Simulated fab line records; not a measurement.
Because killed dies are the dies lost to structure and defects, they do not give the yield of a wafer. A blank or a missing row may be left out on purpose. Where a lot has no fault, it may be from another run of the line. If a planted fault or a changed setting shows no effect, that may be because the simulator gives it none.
Chamber matching :: flow n5 finfet :: uv cure-01 running N5_BEOL_M11_CURE_72: 3 sister chambers
The step cures SiCOH lowk, time 120 s. 39 wafers are shown with their chamber, then 12 later ones without.

WAFERS PAIRED WITH THEIR CHAMBERS
wafer: L075.2
chamber: 0
wafer_temp_C_max: 370.9
lamp power pct (%): 52.36

wafer: L075.3
chamber: 0
wafer_temp_C_max: 371.3
lamp power pct (%): 52.40

wafer: L075.4
chamber: 0
wafer_temp_C_max: 371.3
lamp power pct (%): 52.27

wafer: L077.1
chamber: 0
wafer_temp_C_max: 371.7
lamp power pct (%): 52.41

wafer: L077.2
chamber: 0
wafer_temp_C_max: 370.9
lamp power pct (%): 52.35

wafer: L077.6
chamber: 0
wafer_temp_C_max: 371.1
lamp power pct (%): 52.35

wafer: L077.3
chamber: 0
wafer_temp_C_max: 371.4
lamp power pct (%): 52.28

wafer: L077.4
chamber: 0
wafer_temp_C_max: 371.1
lamp power pct (%): 52.37

wafer: L077.5
chamber: 0
wafer_temp_C_max: 371.2
lamp power pct (%): 52.23

wafer: L078.1
chamber: 0
wafer_temp_C_max: 371.1
lamp power pct (%): 52.26

wafer: L078.2
chamber: 0
wafer_temp_C_max: 371.2
lamp power pct (%): 52.36

wafer: L078.6
chamber: 0
wafer_temp_C_max: 371.1
lamp power pct (%): 52.25

wafer: L078.3
chamber: 0
wafer_temp_C_max: 371.2
lamp power pct (%): 52.37

wafer: L078.4
chamber: 0
wafer_temp_C_max: 371.3
lamp power pct (%): 52.28

wafer: L078.5
chamber: 0
wafer_temp_C_max: 371.3
lamp power pct (%): 52.31

wafer: L080.1
chamber: 1
wafer_temp_C_max: 372.3
lamp power pct (%): 52.31

wafer: L080.3
chamber: 1
wafer_temp_C_max: 372.4
lamp power pct (%): 52.25

wafer: L080.4
chamber: 1
wafer_temp_C_max: 372.0
lamp power pct (%): 52.28

wafer: L080.2
chamber: 1
wafer_temp_C_max: 373.5
lamp power pct (%): 52.27

wafer: L080.5
chamber: 1
wafer_temp_C_max: 372.7
lamp power pct (%): 52.38

wafer: L080.6
chamber: 1
wafer_temp_C_max: 372.0
lamp power pct (%): 52.32

wafer: L084.2
chamber: 2
wafer_temp_C_max: 371.5
lamp power pct (%): 52.15

wafer: L084.4
chamber: 2
wafer_temp_C_max: 371.1
lamp power pct (%): 52.37

wafer: L084.5
chamber: 2
wafer_temp_C_max: 371.4
lamp power pct (%): 52.28

wafer: L082.1
chamber: 2
wafer_temp_C_max: 371.1
lamp power pct (%): 52.28

wafer: L082.4
chamber: 2
wafer_temp_C_max: 371.7
lamp power pct (%): 52.39

wafer: L082.6
chamber: 2
wafer_temp_C_max: 371.3
lamp power pct (%): 52.33

wafer: L088.1
chamber: 1
wafer_temp_C_max: 372.8
lamp power pct (%): 52.31

wafer: L088.2
chamber: 1
wafer_temp_C_max: 373.3
lamp power pct (%): 52.28

wafer: L088.6
chamber: 1
wafer_temp_C_max: 373.0
lamp power pct (%): 52.36

wafer: L090.2
chamber: 2
wafer_temp_C_max: 371.4
lamp power pct (%): 52.34

wafer: L090.3
chamber: 2
wafer_temp_C_max: 371.5
lamp power pct (%): 52.24

wafer: L090.4
chamber: 2
wafer_temp_C_max: 371.1
lamp power pct (%): 52.28

wafer: L089.1
chamber: 1
wafer_temp_C_max: 371.9
lamp power pct (%): 52.33

wafer: L089.3
chamber: 1
wafer_temp_C_max: 371.8
lamp power pct (%): 52.24

wafer: L089.5
chamber: 1
wafer_temp_C_max: 371.8
lamp power pct (%): 52.36

wafer: L093.1
chamber: 2
wafer_temp_C_max: 371.1
lamp power pct (%): 52.29

wafer: L093.3
chamber: 2
wafer_temp_C_max: 371.5
lamp power pct (%): 52.31

wafer: L093.5
chamber: 2
wafer_temp_C_max: 371.4
lamp power pct (%): 52.33

SIGNATURES (averages over the wafers above)
reading: wafer_temp_C_max
chamber 0: 371.207
chamber 1: 372.458
chamber 2: 371.342
scatter within a chamber: 0.368

reading: lamp power pct
chamber 0: 52.3233
chamber 1: 52.3075
chamber 2: 52.2992
scatter within a chamber: 0.056
Rule: a wafer's distance from a chamber is the root of the sum, over the readings, of the square of ((its reading less the chamber's mean) divided by the reading's scatter). If the next closest chamber is less than 2 further off than the closest, the wafer can't be placed; otherwise it belongs to the closest. How the scatter is found: for the shown wafers, subtract from each reading the mean of its chamber, square and add these, divide the total by (wafers less chambers), then take the root.

WAFERS WHOSE CHAMBER IS MISSING
wafer: L096.1
wafer_temp_C_max: 372.4
lamp power pct (%): 52.32

wafer: L096.3
wafer_temp_C_max: 372.1
lamp power pct (%): 52.22

wafer: L096.5
wafer_temp_C_max: 371.7
lamp power pct (%): 52.32

wafer: L096.2
wafer_temp_C_max: 372.2
lamp power pct (%): 52.28

wafer: L096.4
wafer_temp_C_max: 372.1
lamp power pct (%): 52.22

wafer: L096.6
wafer_temp_C_max: 372.1
lamp power pct (%): 52.36

wafer: L095.3
wafer_temp_C_max: 372.2
lamp power pct (%): 52.29

wafer: L095.5
wafer_temp_C_max: 373.0
lamp power pct (%): 52.28

wafer: L095.6
wafer_temp_C_max: 372.2
lamp power pct (%): 52.36

wafer: L097.2
wafer_temp_C_max: 371.4
lamp power pct (%): 52.29

wafer: L097.3
wafer_temp_C_max: 371.0
lamp power pct (%): 52.40

wafer: L097.4
wafer_temp_C_max: 371.1
lamp power pct (%): 52.33

EACH ONE'S CHAMBER
wafer: L096.1
from the rows above: 1
in truth: 1

wafer: L096.3
from the rows above: can't be placed: 1 or 2 or 0
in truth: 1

wafer: L096.5
from the rows above: can't be placed: 2 or 0 or 1
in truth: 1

wafer: L096.2
from the rows above: can't be placed: 1 or 2 or 0
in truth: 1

wafer: L096.4
from the rows above: can't be placed: 1 or 2 or 0
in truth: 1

wafer: L096.6
from the rows above: can't be placed: 1 or 2 or 0
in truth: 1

wafer: L095.3
from the rows above: can't be placed: 1 or 2 or 0
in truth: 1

wafer: L095.5
from the rows above: 1
in truth: 1

wafer: L095.6
from the rows above: can't be placed: 1 or 2 or 0
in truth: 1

wafer: L097.2
from the rows above: can't be placed: 2 or 0
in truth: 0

wafer: L097.3
from the rows above: can't be placed: 0 or 2
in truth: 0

wafer: L097.4
from the rows above: can't be placed: 0 or 2
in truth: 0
Placed correctly: 2 of 12. Not placeable from these rows: 10 (in 10, the candidates include the true chamber). Placed wrongly: 0.
